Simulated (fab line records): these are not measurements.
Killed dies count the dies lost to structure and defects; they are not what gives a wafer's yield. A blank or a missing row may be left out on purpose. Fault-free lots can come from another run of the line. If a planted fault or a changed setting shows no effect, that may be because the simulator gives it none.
Which tool was responsible? ; flow n5-finfet ; 10 lots with 27 wafers sampled at 6 steps, on a route of 1938 steps

WHAT EACH GAUGE READ, for each wafer
N5_BEOL_M4_RC_MEAS_101.
lot;measured;on;DIBL_N (mV/V)
L779;day 8 12:06;prober-02;38.5 37.1 36.7
L781;day 8 13:37;prober-01;36.0 35.2 37.9
L782;day 8 23:29;prober-01;35.5 36.5 34.6
L783;day 9 21:58;prober-02;35.7 34.6 36.0
L788;day 10 02:14;prober-02;36.5 38.0 40.3
L789;day 10 04:45;prober-01;37.7 35.5 35.9
L790;day 10 17:04;prober-02;37.5 37.0 38.2
L797;day 12 14:55;prober-02;34.0 37.2
L798;day 13 08:45;prober-01;36.3 38.8
L799;day 13 14:23;prober-01;36.7 35.4

WHAT TOOL EACH LOT RAN ON (gives the tool, then ch and the chambers of the sampled wafers, and finally the start)
lot;N5_BEOL_M4_SPUTTER_79;N5_BEOL_M4_SPUTTER_81;N5_BEOL_M4_SPUTTER_86;N5_BEOL_M4_ECD_50;N5_BEOL_M4_CMP_52
L779;pvd-sputter-02, day 8 09:17;pvd-sputter-02, day 8 09:31;pvd-sputter-02, day 8 09:44;ecd-cu-01 ch 0,1, day 8 10:58;cmp-01 ch 1,2,3, day 8 11:23
L781;pvd-sputter-03, day 8 10:59;pvd-sputter-03, day 8 11:12;pvd-sputter-03, day 8 11:25;ecd-cu-02 ch 0,1, day 8 12:38;cmp-02 ch 2,3, day 8 13:01
L782;pvd-sputter-03, day 8 20:18;pvd-sputter-03, day 8 20:31;pvd-sputter-03, day 8 20:44;ecd-cu-02 ch 0,1, day 8 21:59;cmp-01 ch 0,2,3, day 8 22:38
L783;pvd-sputter-01, day 9 19:19;pvd-sputter-01, day 9 19:32;pvd-sputter-01, day 9 19:46;ecd-cu-02 ch 0,1, day 9 20:58;cmp-01 ch 0,1,3, day 9 21:25
L788;pvd-sputter-02, day 9 23:28;pvd-sputter-02, day 9 23:41;pvd-sputter-02, day 9 23:55;ecd-cu-01 ch 0,1, day 10 01:08;cmp-01 ch 1,3, day 10 01:38
L789;pvd-sputter-02, day 10 02:05;pvd-sputter-02, day 10 02:18;pvd-sputter-02, day 10 02:31;ecd-cu-01 ch 0,1, day 10 03:44;cmp-01 ch 0,1,2, day 10 04:11
L790;pvd-sputter-03, day 10 14:26;pvd-sputter-03, day 10 14:39;pvd-sputter-03, day 10 14:52;ecd-cu-02 ch 0,1, day 10 16:05;cmp-02 ch 1,2,3, day 10 16:32
L797;pvd-sputter-03, day 12 12:11;pvd-sputter-03, day 12 12:24;pvd-sputter-03, day 12 12:37;ecd-cu-02 ch 0,1, day 12 13:50;cmp-03 ch 2,3, day 12 14:13
L798;pvd-sputter-01, day 13 06:06;pvd-sputter-01, day 13 06:19;pvd-sputter-01, day 13 06:32;ecd-cu-02 ch 0,1, day 13 07:45;cmp-03 ch 0,3, day 13 08:11
L799;pvd-sputter-01, day 13 11:45;pvd-sputter-01, day 13 11:58;pvd-sputter-01, day 13 12:11;ecd-cu-02 ch 0,1, day 13 13:25;cmp-03 ch 2,3, day 13 13:52
- N5_BEOL_M4_SPUTTER_79: material Cu, target thk 4.5 nm, time 8.29 s.
- N5_BEOL_M4_SPUTTER_81: material Cu, target thk 4.5 nm, time 8.29 s.
- N5_BEOL_M4_SPUTTER_86: material Cu, target thk 4.5 nm, time 8.29 s.
- N5_BEOL_M4_ECD_50: material Cu, target thk 300 nm.
- N5_BEOL_M4_CMP_52: polishes, stops on SiOC, t overpolish 6.8 s, target thk 40 nm.

THE ANSWER, worked out from the rows above alone
Rule: the lots themselves supply what counts as usual. Put in order of their means at a reading, lots are off if they are a third of the lots or fewer, leave a main group of 4 or more, and stand apart from it by a gap of 3 or more times the standard deviation of the main group's means; of several such gaps the widest counts. A main group is skipped when, at the precision printed for the reading in the tables above, its means are all equal. A lot without any number at a reading at which 4 lots or more have one is off too. All remaining lots with rows at the step are treated as sound.
None of the lots is off at any reading shown; this tells nothing.

WHAT THE SIMULATOR HAD INSERTED
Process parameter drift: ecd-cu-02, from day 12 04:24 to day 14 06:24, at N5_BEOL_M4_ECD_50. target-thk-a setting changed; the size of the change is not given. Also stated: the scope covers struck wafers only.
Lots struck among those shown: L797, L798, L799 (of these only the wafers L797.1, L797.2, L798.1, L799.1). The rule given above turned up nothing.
